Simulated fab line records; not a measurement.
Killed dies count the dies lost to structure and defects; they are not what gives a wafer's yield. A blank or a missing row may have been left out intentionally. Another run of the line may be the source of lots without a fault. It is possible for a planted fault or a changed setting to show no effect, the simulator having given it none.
Matching of chambers + flow nand harc + 4 sister chambers for NHARC_A_STAIRCASE_CMP_152 on cmp-01
The step polishes. 4 wafers are shown with their chamber, then 11 later ones without.

## WAFERS PAIRED WITH THEIR CHAMBERS
| wafer  | chamber | motor current A (A) |
|--------|---------|---------------------|
| L080.4 | 3       | 14.4                |
| L085.2 | 2       | 14.0                |
| L085.5 | 0       | 13.3                |
| L089.4 | 1       | 15.2                |

## WAFERS WHOSE CHAMBER IS MISSING
| wafer  | motor current A (A) |
|--------|---------------------|
| L089.5 | 14.4                |
| L089.6 | 13.7                |
| L090.1 | 13.2                |
| L090.3 | 15.7                |
| L090.5 | 13.3                |
| L095.1 | 13.7                |
| L095.2 | 13.8                |
| L095.4 | 16.0                |
| L096.2 | 15.8                |
| L096.4 | 13.2                |
| L096.6 | 14.6                |

## WHICH CHAMBER EACH ONE RAN IN
| wafer  | from the rows above          | in truth |
|--------|------------------------------|----------|
| L089.5 | can't be placed: 3 or 2      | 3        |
| L089.6 | can't be placed: 2 or 0 or 3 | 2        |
| L090.1 | can't be placed: 0 or 2      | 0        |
| L090.3 | 1                            | 1        |
| L090.5 | can't be placed: 0 or 2      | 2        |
| L095.1 | can't be placed: 2 or 0 or 3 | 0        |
| L095.2 | can't be placed: 2 or 0 or 3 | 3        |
| L095.4 | 1                            | 1        |
| L096.2 | 1                            | 1        |
| L096.4 | can't be placed: 0 or 2      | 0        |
| L096.6 | can't be placed: 3 or 1 or 2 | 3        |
Correctly placed: 3 of 11. Not placeable from these rows: 8 (in 8, the candidates include the true chamber). Wrongly placed: 0.
How it was worked out, from the rows above alone: a wafer's distance from a chamber is the root of the sum, over the readings, of the square of ((its reading less the chamber's mean) divided by the reading's scatter). The wafer belongs to the nearest chamber; if the next one is less than 2 further off, it can't be placed. For every chamber, the mean is computed from those of its wafers that are shown. The scatter: with one shown wafer a chamber, the root of the mean of the squares of how far each hidden wafer lies from its nearest shown one.
